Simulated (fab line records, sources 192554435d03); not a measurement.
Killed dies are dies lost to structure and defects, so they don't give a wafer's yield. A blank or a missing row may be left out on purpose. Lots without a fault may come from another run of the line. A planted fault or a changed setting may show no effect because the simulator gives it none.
Split-lot experiment | flow n5_finfet | 7 lots, 21 wafers read, on a route of 1938 steps

THE SPLIT
At N5_HKMG_FIN_ETCH_55 (etches SOC in N2/H2, target depth 240 nm, time 300 s), the setting bias_w was moved away from the recipe's 150 W on 8 of the 21 wafers read, by -8.3% to +17.2%. The other wafers ran this setting at the recipe's value.

The reading is taken at the split's own step.

THE READING
rf_vpp_V, in V, at N5_HKMG_FIN_ETCH_55 (etches SOC in N2/H2, target depth 240 nm, time 300 s). Fault-free wafers of this fab line usually give 523.9 V, standard deviation 2.7 V.

wafer  | tool, chamber at the split | bias_w as run, W | against the recipe | rf_vpp_V, V | against lot-mates on the recipe
L076.3 | rie_diel-06, 2             | 175.8            | +17.2%             | 581.5       | +61.2
L076.4 | rie_diel-06, 0             | 150              | recipe             | 520.3       | -
L076.5 | rie_diel-06, 0             | 175.8            | +17.2%             | 575.6       | +55.3
L079.1 | rie_diel-02, 1             | 150              | recipe             | 519.7       | -
L079.5 | rie_diel-02, 3             | 150              | recipe             | 523.4       | -
L079.6 | rie_diel-02, 1             | 150              | recipe             | 518.7       | -
L086.1 | rie_diel-02, 2             | 150              | recipe             | 521.9       | -
L086.4 | rie_diel-02, 3             | 150              | recipe             | 522.9       | -
L086.6 | rie_diel-02, 1             | 164.7            | +9.8%              | 560.4       | +38.0
L087.4 | rie_diel-02, 2             | 160.9            | +7.3%              | 546.5       | +24.3
L087.5 | rie_diel-02, 3             | 160.9            | +7.3%              | 547.9       | +25.7
L087.6 | rie_diel-02, 2             | 150              | recipe             | 522.2       | -
L088.1 | rie_diel-01, 3             | 137.6            | -8.3%              | 491.9       | -28.5
L088.5 | rie_diel-01, 3             | 137.6            | -8.3%              | 493.0       | -27.4
L088.6 | rie_diel-01, 0             | 150              | recipe             | 520.4       | -
L096.1 | rie_diel-01, 0             | 150              | recipe             | 521.0       | -
L096.2 | rie_diel-01, 3             | 170.3            | +13.5%             | 573.0       | +49.8
L096.6 | rie_diel-01, 1             | 150              | recipe             | 525.5       | -
L097.1 | rie_diel-01, 2             | 150              | recipe             | 523.0       | -
L097.3 | rie_diel-01, 1             | 150              | recipe             | 525.5       | -
L097.6 | rie_diel-01, 1             | 150              | recipe             | 524.5       | -

THE FIT
A straight line over all 21 wafers: rf_vpp_V changes by +3.46 V for each +1% of bias_w; r = +0.99; the points scatter about the line by 2.6 V.
The same after taking each lot's own level away (the mean of its wafers on the recipe; 21 wafers): +3.47 V for each +1%; r = +1.00; scatter 2 V.
On that fit, the largest move of bias_w shifts the reading by 60 V.
The lots' own levels span 520.30 to 524.33 V, that is 1.5 times the standard deviation above.
So the lot-to-lot level changes the slope little: the two slopes agree.
Check: with one of the wafers moved furthest among these (+17.2%) left out of the fit, the line predicts +59.4 V for it against its lot-mates. It came out at +61.2 V against them.
Tool readings at the split's step, against how far the setting was moved: rf_vpp_V r = +0.99.

OTHER SPLITS ON THESE WAFERS
These wafers also went through other splits before the reading. Each is held against what the fit with the lots' levels taken away leaves over:
other split on the same wafers | wafers away from the commonest value | r with rf_vpp_V (lot level and that fit taken away)
N5_SDB_EXPOSE_08 dose_mj       | 6                                    | -0.11

THE WHOLE CHAIN: every reading that the file lists as answering this split, in the file's order
step                | what it does                                         | reading                                                                           | change (the file's fit)               | r (the file's)
N5_HKMG_FIN_ETCH_55 | etches SOC in N2/H2, target depth 240 nm, time 300 s | rf_vpp_V                                                                          | +3.53 V for each +1% of the setting   | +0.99
N5_HKMG_FIN_ETCH_55 | etches SOC in N2/H2, target depth 240 nm, time 300 s | SiARC_of_HKMG_FIN_COAT_42.thk_nm (the simulator's own value, which no gauge read) | -0.196 nm for each +1% of the setting | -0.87

THE FILE'S OWN FIT
rf_vpp_V changes by +3.53 V for each +1% of bias_w, r = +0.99.
